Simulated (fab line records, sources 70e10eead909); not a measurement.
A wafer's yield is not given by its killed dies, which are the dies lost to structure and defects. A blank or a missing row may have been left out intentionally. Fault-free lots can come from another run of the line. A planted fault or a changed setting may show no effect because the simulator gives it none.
A struck lot beside a sound one | flow nand harc | 39 out of 1302 route steps
Sound: wafers L855.1, L855.3, L855.4. The struck wafers were L861.1, L861.3, L861.4. The cause is named last.
Per side, at each step with rows, come the tool, then ch with its chambers, and then its first start. Under that, the readings that differ: sound wafers | struck wafers | difference of the means | sigmas: that difference in standard deviations of wafers without a fault.
alike: words and numbers the same on both sides, and readings whose means are apart by under 2 such deviations; not compared: readings that were withheld, readings missing a value for some wafer, numbers with overlapping values and no deviation given by the record, and bounds like >300 which may hide the same value.
A row with sigmas, a row that says differs or no value, or rows on one side alone: a step with any of these is where the two part. Numbers that have no deviation but don't overlap get no sigmas and don't part them. A reading that every wafer of one side lacks parts them only if that side has two wafers or more.

first, 1 step without rows for these wafers: NHARC_P_BONDPAD_DEVELOP_08 (time 50 s).
NHARC_P_BONDPAD_CD_MEAS_09 targets a cd of 500 nm.
  sound on cd sem-02 ch 0, day 7 18:10; struck on cd sem-02 ch 0, day 10 14:13
  alike: cd nm
NHARC_P_BONDPAD_OVL_MEAS_38:
  sound: overlay-01 at day 7 18:15; struck: overlay-01 at day 10 14:19
  reading           | sound | struck   | difference | sigmas
  overlay y nm (nm) | 6 5 6 | -5 -5 -4 | -10        | -2
  alike: overlay x nm
then, 4 steps without rows for these wafers: NHARC_P_BONDPAD_HARDBAKE_10 (time 65 s); NHARC_P_BONDPAD_DESCUM_11 (chemistry O2, time 3 s); NHARC_P_BONDPAD_ETCH_37 (etches the open film in N2/H2, target depth 60 nm, overetch 18 nm, time 65.91 s); NHARC_P_BONDPAD_ETCH_12 (etches the open film in CHF3/O2, target depth 200 nm, time 100 s).
NHARC_P_BONDPAD_CD_MEAS_13:
  sound: cd sem-02 at day 7 18:41; struck: cd sem-03 at day 10 14:45
  alike: cd nm
then, 4 steps without rows for these wafers: NHARC_P_BONDPAD_STRIP_15 (strips in O2); NHARC_P_BONDPAD_ETCH_24 (etches the open film in CF4/N2, target depth 30 nm, time 72.99 s); NHARC_P_BONDPAD_STRIP_16 (strips in post etch residue remover, time 600 s); NHARC_P_BONDPAD_DEGAS_25 (time 60 s).
NHARC_P_BONDPAD_PRE_CLEAN_26: time 30 s.
  sound: pvd sputter-02 at day 7 19:22; struck: pvd sputter-02 at day 10 15:26
  alike: heater power w
NHARC_P_BONDPAD_PVD_17: deposits TaN, target thk 5 nm, time 8.06 s.
  sound on pvd sputter-02; struck on pvd sputter-02
  alike: throttle valve pct
NHARC_P_BONDPAD_PVD_27: deposits Cu, target thk 30 nm, time 20.49 s.
  sound on pvd sputter-02; struck on pvd sputter-02
  alike: throttle valve pct
then, 2 steps without rows for these wafers: NHARC_P_BONDPAD_ECD_18 (material Cu, target thk 400 nm); NHARC_P_BONDPAD_ANNEAL_28 (time 90 s).
NHARC_P_BONDPAD_CMP_19: polishes, t overpolish 30 s, cu recess touch 16 s, target thk 160.81 nm.
  sound on cmp-01 ch 0,1,3, day 7 20:26; struck on cmp-03 ch 0,1,2, day 10 16:29
  alike: motor current A, overpolish run s
NHARC_P_BONDPAD_THK_MEAS_20: measures by xrf.
  sound: film metro-01 at day 7 20:46; struck: film metro-01 at day 10 16:47
  alike: thk nm
then, 15 steps without rows for these wafers: NHARC_P_BONDPAD_SRD_21 (time 30 s, dry time 20 s); NHARC_P_BONDPAD_ACTIVATE_29 (chemistry N2, time 60 s); NHARC_P_BONDPAD_PRECLEAN_30 (cleans in DIW, time 300 s); NHARC_P_BONDPAD_SRD_31 (time 30 s, dry time 20 s); NHARC_A_ZERO_WELL_PRECLEAN_00 (cleans in SPM, time 600 s); NHARC_A_ZERO_WELL_SRD_01; NHARC_A_ZERO_WELL_DEHYDRATE_02 (time 120 s); NHARC_A_ZERO_WELL_HMDS_03 (time 30 s); NHARC_A_ZERO_WELL_COAT_18 (time 65 s); NHARC_A_ZERO_WELL_COAT_04 (resist thk 600 nm); NHARC_A_ZERO_WELL_SOFTBAKE_05 (time 70 s); NHARC_A_ZERO_WELL_EBR_06; NHARC_A_ZERO_WELL_EXPOSE_07 (exposes mask A ZERO); NHARC_A_ZERO_WELL_PEB_08 (peb time 80 s); NHARC_A_ZERO_WELL_DEVELOP_09 (time 50 s).
NHARC_A_ZERO_WELL_CD_MEAS_10 targets a cd of 2000 nm.
  sound on cd sem-01 ch 0, day 7 22:17; struck on cd sem-01 ch 0, day 10 18:13
  alike: cd nm
then, 1 step without rows for these wafers: NHARC_A_ZERO_WELL_HARDBAKE_11 (time 65 s).
NHARC_A_ZERO_WELL_DESCUM_12: chemistry O2, time 3 s.
  sound on rie diel-09 ch 0,1,2, day 7 22:28; struck on rie diel-07 ch 0,1,3, day 10 18:23
  reading                | sound | struck   | difference | sigmas
  rf hours counter h (h) | 0 0 0 | 19 15 19 | +18        |
  alike: drypump motor current A, oes product au, rf vpp V, showerhead plenum p Torr, throttle valve pct
NHARC_A_ZERO_WELL_ETCH_19: etches the open film in N2/H2, target depth 80 nm, overetch 24 nm, time 87.88 s.
  sound on rie diel-09 ch 0,2,3, day 7 22:32; struck on rie diel-07 ch 1,2,3, day 10 18:28
  reading                | sound | struck   | difference | sigmas
  rf hours counter h (h) | 0 0 0 | 18 15 19 | +17        |
  alike: bias w, drypump motor current A, oes product au, rf vpp V, showerhead plenum p Torr, throttle valve pct
-- break in the record here, with 17 days between the starts of the struck wafers on either side (left off in module A_ZERO_WELL, picked up again in module END, where the first step shown is number 1302 on the route) --
NHARC_END_SORT_01:
  at this point the record logs the struck wafers (prober-01 ch 0, day 28 03:24) and has no rows for the sound ones

## WHERE THEY PART
At NHARC_P_BONDPAD_OVL_MEAS_38 first; at NHARC_END_SORT_01 last (within this record only).

WHY: what had been put in by the simulator
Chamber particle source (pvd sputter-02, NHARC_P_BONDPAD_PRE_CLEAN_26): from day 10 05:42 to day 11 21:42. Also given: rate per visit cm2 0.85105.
